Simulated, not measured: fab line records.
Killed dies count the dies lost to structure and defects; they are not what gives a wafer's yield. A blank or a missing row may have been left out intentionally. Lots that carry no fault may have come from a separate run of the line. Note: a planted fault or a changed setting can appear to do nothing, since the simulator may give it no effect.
fab line records + flow nand-harc
[record]
- lots = 5
- wafers = 15
- last-day = 24
route steps=1159 shown P_GATE@185 END@1159
lots with no fault: from the same line, run without faults
start-h: the number of hours between the record's first day and the start of the first shown wafer of the lot + wait-h: how many hours have passed since the lot's step before this one + " repeats the value in the row above + L1.1+2: a single row standing in for several wafers + - either no value or no given start + * or withheld: withheld + < > ~ a bound
route shown NAME@n: names a module that has steps shown in the file, with the first one's number in the route + usual: mean and standard deviation over wafers with no fault + same: alike in all rows + chamber/n: place in a boat + sites: per-site readings + _std_site: standard deviation across them + _edge_site: the outer-site mean with the inner-site mean subtracted + radius-mm: how far each site lies from the wafer's centre + mask NAME#n: copy n + behind: the most recent tool/chamber to have shaped the wafer + hold: reason for holding the lot/hours on hold/outcome of the hold + device: which transistor (n, p or np) failed to switch + end of line: at the end of the route, the tests of the same wafers + a step without rows: its recipe alone + killed: dies lost to structure and defects at the first sort, not the wafer's yield + map: the dies of a wafer, with x for killed, . for not killed, _ for no die there
set.NAME: setting as actually run; set.NAME@STEP: the setting as run at that earlier step + model.NAME: the simulator's own value behind a step, which no gauge read
certain route steps with their lots: each step a table, each wafer a row
services: when a tool's chamber went out of use (start-h, in hours from the record's first day, below 0 if earlier), for how many hours, and the reason
[[steps]]
[step NHARC_P_GATE_CD_MEAS_59]
[recipe]
- target-cd-nm = 720
- landing-energy-ev = 500
[usual]
- cd-nm = 720.9/1.5
| lot.wafer | tool      | chamber | start-h | wait-h | cd-nm |
|-----------|-----------|---------|---------|--------|-------|
| L875.2    | cd-sem-01 | 0       | 118.87  | -      | 722.6 |
| L875.3    | "         | 0       | "       | "      | 722.3 |
| L875.6    | "         | 0       | "       | "      | 722.6 |
| L877.2    | cd-sem-03 | 0       | 126.87  | -      | 718.9 |
| L877.3    | "         | 0       | "       | "      | 721.5 |
| L877.5    | "         | 0       | "       | "      | 720.1 |
| L886.3    | cd-sem-01 | 0       | 177.69  | -      | 723.5 |
| L886.4    | "         | 0       | "       | "      | 722.9 |
| L886.5    | "         | 0       | "       | "      | 722.7 |
| L889.3    | cd-sem-01 | 0       | 199.09  | -      | 722.0 |
| L889.5    | "         | 0       | "       | "      | 718.5 |
| L889.6    | "         | 0       | "       | "      | 721.8 |
| L890.2    | cd-sem-03 | 0       | 210.11  | -      | 719.5 |
| L890.5    | "         | 0       | "       | "      | 722.1 |
| L890.6    | "         | 0       | "       | "      | 720.6 |
[step NHARC_P_GATE_HARDBAKE_60]
[recipe]
- temp-c = 125
- time-s = 80
[step NHARC_P_GATE_DESCUM_61]
[recipe]
- time-s = 3
- o2-flow-sccm = 200
- ar-flow-sccm = 0
- bias-power-w = 0
- chemistry = O2
[usual]
- drypump-motor-current-A = 5.8/0.46
- oes-product-au = 0.998/0.0089
- rf-vpp-V = 57.7/0.85
- showerhead-plenum-p-Torr = 1.91/0.086
- throttle-valve-pct = 11.311/0.0091
| lot.wafer | tool        | chamber | start-h | wait-h | drypump-motor-current-A | oes-product-au | rf-hours-counter-h | rf-vpp-V | showerhead-plenum-p-Torr | throttle-valve-pct |
|-----------|-------------|---------|---------|--------|-------------------------|----------------|--------------------|----------|--------------------------|--------------------|
| L875.2    | rie-diel-13 | 1       | 119.05  | -      | 5.3                     | 1.018          | 1                  | 57.0     | 1.83                     | 11.308             |
| L875.3    | "           | 2       | "       | "      | 6.5                     | 1.005          | 4                  | 56.6     | 1.78                     | 11.317             |
| L875.6    | "           | 0       | "       | "      | 5.6                     | 0.989          | -                  | 59.1     | 1.96                     | 11.319             |
| L877.2    | rie-diel-04 | 3       | 127.02  | -      | 5.1                     | 0.999          | 1                  | 56.8     | 1.83                     | 11.316             |
| L877.3    | "           | 1       | "       | "      | 5.5                     | 1.002          | 2                  | 58.3     | 2.05                     | 11.317             |
| L877.5    | "           | 0       | "       | "      | 5.9                     | 1.006          | -                  | 57.1     | 1.96                     | 11.312             |
| L886.4    | rie-diel-04 | 2       | 177.84  | -      | 5.8                     | 0.998          | 7                  | 56.1     | 1.90                     | 11.322             |
| L886.3    | "           | 1       | "       | "      | 5.5                     | 0.998          | 8                  | 57.7     | 2.05                     | 11.310             |
| L886.5    | "           | 2       | "       | "      | 5.8                     | 1.001          | -                  | 57.5     | 1.90                     | 11.306             |
| L889.3    | rie-diel-13 | 0       | 199.25  | -      | 5.6                     | 0.973          | 31                 | 58.6     | 1.95                     | 11.321             |
| L889.5    | "           | 0       | "       | "      | 5.7                     | 0.980          | -                  | 58.7     | 1.95                     | 11.321             |
| L889.6    | "           | 1       | "       | "      | 5.4                     | 0.998          | -                  | 56.5     | 1.82                     | 11.295             |
| L890.2    | rie-diel-06 | 0       | 210.26  | -      | 5.9                     | 1.012          | 51                 | 57.9     | 1.97                     | 11.308             |
| L890.5    | "           | 2       | "       | "      | 6.5                     | 1.006          | -                  | 57.4     | 1.96                     | 11.317             |
| L890.6    | "           | 3       | "       | "      | 6.3                     | 0.998          | -                  | 55.8     | 1.78                     | 11.300             |
[step NHARC_P_GATE_IMPLANT_62]
[recipe]
- energy-kev = 20
- dose-cm2 = 3e+15
- tilt-deg = 7
[step NHARC_P_GATE_STRIP_112]
[recipe]
- power-w = 1500
- temp-c = 110
- time-s = 200
- chemistry = N2/H2
[usual]
- drypump-motor-current-A = 5.39/0.28
- heater-power-w = 92/9.8
| lot.wafer | tool            | chamber | start-h | wait-h | drypump-motor-current-A | heater-power-w | rf-hours-counter-h |
|-----------|-----------------|---------|---------|--------|-------------------------|----------------|--------------------|
| L875.2    | plasma-asher-02 | 1       | 119.39  | 0.2    | 5.79                    | 89             | 32                 |
| L875.3    | "               | 1       | "       | "      | 5.77                    | 86             | -                  |
| L875.6    | "               | 1       | "       | "      | 5.75                    | 87             | -                  |
| L877.2    | plasma-asher-02 | 1       | 127.39  | 0.2    | 5.70                    | 87             | 34                 |
| L877.3    | "               | 0       | "       | "      | 5.59                    | 79             | -                  |
| L877.5    | "               | 0       | "       | "      | 5.59                    | 80             | -                  |
| L886.4    | plasma-asher-01 | 0       | 178.32  | 0.2    | 5.08                    | 97             | -                  |
| L886.3    | "               | 1       | "       | "      | 5.10                    | 106            | -                  |
| L886.5    | "               | 0       | "       | "      | 5.10                    | 96             | -                  |
| L889.3    | plasma-asher-01 | 0       | 199.75  | 0.3    | 5.10                    | 98             | -                  |
| L889.6    | "               | 1       | "       | "      | 5.14                    | 103            | -                  |
| L889.5    | "               | 0       | "       | "      | 5.10                    | 97             | -                  |
| L890.2    | plasma-asher-01 | 0       | 210.70  | 0.2    | 5.11                    | 93             | 35                 |
| L890.6    | "               | 1       | "       | "      | 5.11                    | 105            | -                  |
| L890.5    | "               | 0       | "       | "      | 5.09                    | 95             | -                  |
[step NHARC_P_GATE_STRIP_76]
[recipe]
- power-w = 1500
- temp-c = 250
- chemistry = O2
[usual]
- drypump-motor-current-A = 5.39/0.28
- heater-power-w = 342/37
| lot.wafer | tool            | chamber | start-h | wait-h | drypump-motor-current-A | heater-power-w | rf-hours-counter-h |
|-----------|-----------------|---------|---------|--------|-------------------------|----------------|--------------------|
| L875.2    | plasma-asher-02 | 1       | 119.65  | 0.2    | 5.75                    | 333            | 32                 |
| L875.3    | "               | 1       | "       | "      | 5.75                    | 320            | -                  |
| L875.6    | "               | 1       | "       | "      | 5.77                    | 330            | -                  |
| L877.2    | plasma-asher-02 | 1       | 127.66  | 0.2    | 5.69                    | 322            | 35                 |
| L877.3    | "               | 0       | "       | "      | 5.60                    | 289            | -                  |
| L877.5    | "               | 0       | "       | "      | 5.60                    | 289            | -                  |
| L886.4    | plasma-asher-01 | 0       | 178.52  | 0.2    | 5.10                    | 353            | -                  |
| L886.3    | "               | 1       | "       | "      | 5.14                    | 391            | -                  |
| L886.5    | "               | 0       | "       | "      | 5.11                    | 355            | -                  |
| L889.3    | plasma-asher-01 | 0       | 199.92  | 0.1    | 5.11                    | 357            | -                  |
| L889.6    | "               | 1       | "       | "      | 5.12                    | 389            | -                  |
| L889.5    | "               | 0       | "       | "      | 5.09                    | 354            | -                  |
| L890.2    | plasma-asher-01 | 0       | 210.94  | 0.2    | 5.10                    | 348            | 36                 |
| L890.6    | "               | 1       | "       | "      | 5.13                    | 400            | -                  |
| L890.5    | "               | 0       | "       | "      | 5.09                    | 353            | -                  |
[step NHARC_P_GATE_STRIP_63]
[recipe]
- time-s = 900
- temp-c = 130
- chemistry = SPM
[step NHARC_P_GATE_DEHYDRATE_83]
[recipe]
- temp-c = 150
- time-s = 120
[step NHARC_P_GATE_HMDS_84]
[recipe]
- time-s = 30
[step NHARC_P_GATE_COAT_85]
[recipe]
- spin-rpm = 3000
[step NHARC_P_GATE_SOFTBAKE_86]
[recipe]
- temp-c = 122
- time-s = 95
[step NHARC_P_GATE_EBR_87]
[step NHARC_P_GATE_EXPOSE_88]
[recipe]
- na = 0.6
- target-cd-nm = 2000
- dose-mj = 11.87
- mask-id = P_HVN
| lot.wafer  | tool           | chamber | start-h | wait-h | mask       |
|------------|----------------|---------|---------|--------|------------|
| L875.2+3+6 | krf-scanner-03 | 0       | 120.42  | -      | P_HVN#0    |
| L877.2+3+5 | krf-scanner-03 | 0       | 128.43  | -      | P_HVN_R1#0 |
| L886.3+4+5 | krf-scanner-04 | 0       | 179.26  | -      | P_HVN#0    |
| L889.3+5+6 | krf-scanner-04 | 0       | 200.53  | -      | P_HVN#0    |
| L890.2+5+6 | krf-scanner-04 | 0       | 211.58  | -      | P_HVN#0    |
[step NHARC_P_GATE_PEB_89]
[recipe]
- peb-temp-c = 118
- peb-time-s = 85
[step NHARC_P_GATE_DEVELOP_90]
[recipe]
- time-s = 70
[step NHARC_P_GATE_CD_MEAS_91]
[recipe]
- target-cd-nm = 2000
- landing-energy-ev = 500
[usual]
- cd-nm = 2000.1/1.8
| lot.wafer | tool      | chamber | start-h | wait-h | cd-nm  |
|-----------|-----------|---------|---------|--------|--------|
| L875.2    | cd-sem-01 | 0       | 120.57  | -      | 2001.6 |
| L875.3    | "         | 0       | "       | "      | 2000.9 |
| L875.6    | "         | 0       | "       | "      | 2000.2 |
| L877.2    | cd-sem-01 | 0       | 128.58  | -      | 1967.2 |
| L877.3    | "         | 0       | "       | "      | 1962.0 |
| L877.5    | "         | 0       | "       | "      | 1964.9 |
| L886.3    | cd-sem-01 | 0       | 179.42  | -      | 2001.2 |
| L886.4    | "         | 0       | "       | "      | 1999.0 |
| L886.5    | "         | 0       | "       | "      | 1999.0 |
| L889.3    | cd-sem-02 | 0       | 200.68  | -      | 2002.1 |
| L889.5    | "         | 0       | "       | "      | 2002.8 |
| L889.6    | "         | 0       | "       | "      | 2001.9 |
| L890.2    | cd-sem-03 | 0       | 211.74  | -      | 1999.9 |
| L890.5    | "         | 0       | "       | "      | 2002.7 |
| L890.6    | "         | 0       | "       | "      | 2001.8 |
[step NHARC_P_GATE_HARDBAKE_92]
[recipe]
- temp-c = 125
- time-s = 80
[step NHARC_P_GATE_DESCUM_93]
[recipe]
- time-s = 3
- o2-flow-sccm = 200
- ar-flow-sccm = 0
- bias-power-w = 0
- chemistry = O2
[usual]
- drypump-motor-current-A = 5.8/0.45
- oes-product-au = 0.997/0.0086
- rf-vpp-V = 57.9/0.93
- showerhead-plenum-p-Torr = 1.92/0.091
- throttle-valve-pct = 11.312/0.0094
| lot.wafer | tool        | chamber | start-h | wait-h | drypump-motor-current-A | oes-product-au | rf-hours-counter-h | rf-vpp-V | showerhead-plenum-p-Torr | throttle-valve-pct | model.P_GATE.cd-nm |
|-----------|-------------|---------|---------|--------|-------------------------|----------------|--------------------|----------|--------------------------|--------------------|--------------------|
| L875.2    | rie-diel-06 | 2       | 120.76  | -      | 6.4                     | 0.997          | 22                 | 57.4     | 1.97                     | 11.324             | 2002               |
| L875.3    | "           | 3       | "       | "      | 6.3                     | 1.002          | 21                 | 57.8     | 1.79                     | 11.313             | 2001               |
| L875.6    | "           | 1       | "       | "      | 6.6                     | 1.011          | -                  | 58.3     | 2.02                     | 11.298             | 2001               |
| L877.2    | rie-diel-04 | 3       | 128.75  | -      | 5.1                     | 0.982          | 1                  | 58.4     | 1.83                     | 11.327             | 1968               |
| L877.3    | "           | 0       | "       | "      | 5.8                     | 0.992          | 1                  | 58.3     | 1.96                     | 11.311             | 1963               |
| L877.5    | "           | 3       | "       | "      | 5.1                     | 0.987          | -                  | 58.1     | 1.83                     | 11.299             | 1966               |
| L886.3    | rie-diel-06 | 0       | 179.57  | -      | 5.9                     | 1.005          | 39                 | 57.9     | 1.97                     | 11.307             | 2001               |
| L886.4    | "           | 2       | "       | "      | 6.4                     | 1.003          | 42                 | 57.4     | 1.97                     | 11.316             | 2000               |
| L886.5    | "           | 0       | "       | "      | 5.9                     | 1.006          | -                  | 56.4     | 1.97                     | 11.306             | 1999               |
| L889.3    | rie-diel-04 | 3       | 200.83  | -      | 5.1                     | 0.996          | 14                 | 56.9     | 1.83                     | 11.308             | 2002               |
| L889.6    | "           | 3       | "       | "      | 5.1                     | 0.993          | -                  | 58.0     | 1.83                     | 11.316             | 2002               |
| L889.5    | "           | 0       | "       | "      | 5.8                     | 1.006          | -                  | 59.8     | 1.96                     | 11.306             | 2002               |
| L890.2    | rie-diel-13 | 2       | 211.93  | -      | 6.5                     | 1.008          | 38                 | 57.4     | 1.77                     | 11.317             | 2000               |
| L890.6    | "           | 3       | "       | "      | 5.4                     | 0.994          | -                  | 58.0     | 1.78                     | 11.319             | 2001               |
| L890.5    | "           | 2       | "       | "      | 6.5                     | 1.005          | -                  | 57.2     | 1.77                     | 11.313             | 2003               |
[step NHARC_P_GATE_IMPLANT_94]
[recipe]
- energy-kev = 60
- dose-cm2 = 2e+15
- tilt-deg = 7
[step NHARC_END_SORT_01]
[recipe]
- temp-c = 25
[usual]
- killed-at-array = 26/11
- killed-at-other = 0.4/0.78
- killed-at-periphery = 3.4/2.4
- killed-dies = 29/11
- killed-open = 3.1/1.9
- killed-short = 1.9/1.4
[same]
- gross-dies = 677
| lot.wafer | tool      | chamber | start-h | wait-h | killed-at-array | killed-at-other | killed-at-periphery | killed-dies | killed-open | killed-short |
|-----------|-----------|---------|---------|--------|-----------------|-----------------|---------------------|-------------|-------------|--------------|
| L886.3    | prober-01 | 0       | 561.58  | 3.0    | 41              | 1               | 2                   | 44          | 2           | 1            |
| L886.4    | prober-01 | 0       | 562.37  | 3.3    | 34              | 3               | 6                   | 43          | 4           | 2            |
| L886.5    | prober-01 | 0       | 563.16  | 3.7    | 31              | 4               | 5                   | 40          | 0           | 2            |
// killed by level:class
L886.3 A_CHANNEL_HOLE_D1:chamber-film-flake=25 A_SLIT:chamber-film-flake=7 A_SGD_CUT:chamber-film-flake=4 A_CONTACT:chamber-film-flake=2 P_M0:geometric-particle:open=1 A_SOURCE_PLATE:geometric-particle:short=1 A_WL_FILL:geometric-particle:open=1 P_GATE:chamber-film-flake=1
L886.4 A_SLIT:chamber-film-flake=14 A_CHANNEL_HOLE_D1:chamber-film-flake=10 A_CONTACT:chamber-film-flake=5 HYBRID_BOND:chamber-film-flake=3 P_M0:geometric-particle:short=2 A_CONTACT:geometric-particle:open=2 A_WL_FILL:chamber-film-flake=2 P_M0:geometric-particle:open=1
L886.5 A_CHANNEL_HOLE_D1:chamber-film-flake=13 A_SLIT:chamber-film-flake=7 A_CONTACT:chamber-film-flake=6 P_ZERO_WELL:chamber-film-flake=3 HYBRID_BOND:chamber-film-flake=3 P_GATE:chamber-film-flake=2 A_SGD_CUT:chamber-film-flake=2 A_SGD_CUT:geometric-particle:short=1
[[services]]
| tool            | chamber | start-h | hours | kind       |
|-----------------|---------|---------|-------|------------|
| rie-diel-13     | -       | 99.08   | 9.0   | pm         |
| plasma-asher-01 | -       | 99.52   | 9.0   | pm         |
| plasma-asher-01 | 0       | 99.52   | 9.0   | vent-cycle |
| plasma-asher-01 | 1       | 99.52   | 9.0   | vent-cycle |
| plasma-asher-01 | 0       | 108.52  | -     | clean      |
| plasma-asher-01 | 1       | 108.52  | -     | clean      |
| rie-diel-04     | -       | 112.00  | 9.0   | pm         |
| rie-diel-04     | 0       | 112.00  | 9.0   | vent-cycle |
| rie-diel-04     | 1       | 112.00  | 9.0   | vent-cycle |
| rie-diel-04     | 2       | 112.00  | 13.2  | vent-cycle |
| rie-diel-04     | 3       | 112.00  | 9.0   | vent-cycle |
| rie-diel-04     | 0       | 121.00  | -     | clean      |
| rie-diel-04     | 1       | 121.00  | -     | clean      |
| rie-diel-04     | 3       | 121.00  | -     | clean      |
| krf-scanner-04  | -       | 126.00  | 4.0   | pm         |
| krf-scanner-04  | -       | 133.76  | 1.4   | repair     |
| rie-diel-04     | 0       | 145.50  | -     | clean      |
| rie-diel-04     | 1       | 145.50  | -     | clean      |
| krf-scanner-03  | -       | 168.00  | 4.0   | pm         |
| krf-scanner-04  | -       | 182.71  | 1.1   | repair     |
| plasma-asher-02 | -       | 183.31  | 9.0   | pm         |
| rie-diel-06     | 3       | 190.61  | 4.7   | repair     |
| plasma-asher-01 | -       | 191.68  | 6.0   | repair     |
| rie-diel-06     | 1       | 199.82  | 13.2  | repair     |
[[key]]
[first-sign]
- step = NHARC_P_GATE_EXPOSE_88
- reading = mask
- direction = changed
[effect]
- step = NHARC_P_GATE_CD_MEAS_91
- reading = cd-nm
- direction = down
- sigmas = 20
- usual = 2000.1
- struck = 1964.7
[model-effect]
- step = NHARC_P_GATE_DESCUM_93
- value = P_GATE.cd-nm
- without = 1999
- struck = 1965
met-at NHARC_P_GATE_EXPOSE_88
struck-wafers L877.2,L877.3,L877.5
tester-left-out L877
onset-between 120.42 128.43
[fault]
- kind = wrong-mask
- tool = any
- chamber = -
- onset-h = 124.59
- steps = NHARC_P_GATE_EXPOSE_88
- aux-copy = P_HVN_R1#0
- cd-offset-nm = -34.217
- scope = struck-lots-only
// tester-left-out: of these lots the tester's yield and bins aren't shown, on N5 and GAA mostly nor the transistor test; their killed dies are dies lost to structure and defects alone, not to doping, threshold or leakage, so they don't give the yield
